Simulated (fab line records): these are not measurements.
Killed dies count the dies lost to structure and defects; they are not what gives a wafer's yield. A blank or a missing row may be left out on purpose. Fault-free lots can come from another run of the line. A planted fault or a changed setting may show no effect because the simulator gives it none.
Which tool is to blame? || flow n5 finfet || 12 lots, 36 wafers sampled, at 1 step of a route of 1938

## WHAT THE GAUGES SHOWED, per wafer
N5_BEOL_M7_CD_MEAS_18: pitch 80 nm, target cd 40 nm.
{"lot": "L074", "measured": "day 9 01:22", "on": "cd sem-01", "cd nm (nm)": "40.1 39.9 40.2"}
{"lot": "L076", "measured": "day 9 03:19", "on": "cd sem-02", "cd nm (nm)": "40.6 39.6 39.7"}
{"lot": "L080", "measured": "day 9 23:11", "on": "cd sem-01", "cd nm (nm)": "40.3 40.0 40.5"}
{"lot": "L081", "measured": "day 10 04:01", "on": "cd sem-03", "cd nm (nm)": "39.7 40.7 39.4"}
{"lot": "L083", "measured": "day 11 08:41", "on": "cd sem-02", "cd nm (nm)": "39.5 40.0 40.3"}
{"lot": "L086", "measured": "day 11 12:23", "on": "cd sem-01", "cd nm (nm)": "38.9 38.9 39.8"}
{"lot": "L087", "measured": "day 11 23:58", "on": "cd sem-03", "cd nm (nm)": "40.1 40.6 40.2"}
{"lot": "L088", "measured": "day 12 12:44", "on": "cd sem-02", "cd nm (nm)": "39.8 40.8 40.2"}
{"lot": "L091", "measured": "day 12 15:57", "on": "cd sem-03", "cd nm (nm)": "39.7 39.8 39.6"}
{"lot": "L092", "measured": "day 13 18:14", "on": "cd sem-03", "cd nm (nm)": "39.4 39.3 40.0"}
{"lot": "L095", "measured": "day 14 16:17", "on": "cd sem-03", "cd nm (nm)": "39.5 39.9 39.7"}
{"lot": "L097", "measured": "day 15 05:45", "on": "cd sem-01", "cd nm (nm)": "39.7 39.5 40.0"}

## WHAT TOOL EACH LOT RAN ON (gives the tool, then ch and the chambers of the sampled wafers, and finally the start)
The record holds no process step before these readings.

## THE ANSWER, worked out from the rows above alone
Rule: the usual values come from the lots themselves. The widest of any qualifying gaps counts: lots, ordered by their means at a reading, are off when they make up no more than a third of the lots, leave a main group of 4 or more, and stand apart from it by 3 or more times the standard deviation of that group's means. If all means in a main group match to the digits the tables above print for the reading, that group is not used. Also off: a lot with no number at a reading for which 4 or more lots have one. Any other lot the step has rows for is counted as sound.
No lot is off on any of the readings shown, so nothing can be concluded from this.

## WHAT WAS PUT IN BY THE SIMULATOR
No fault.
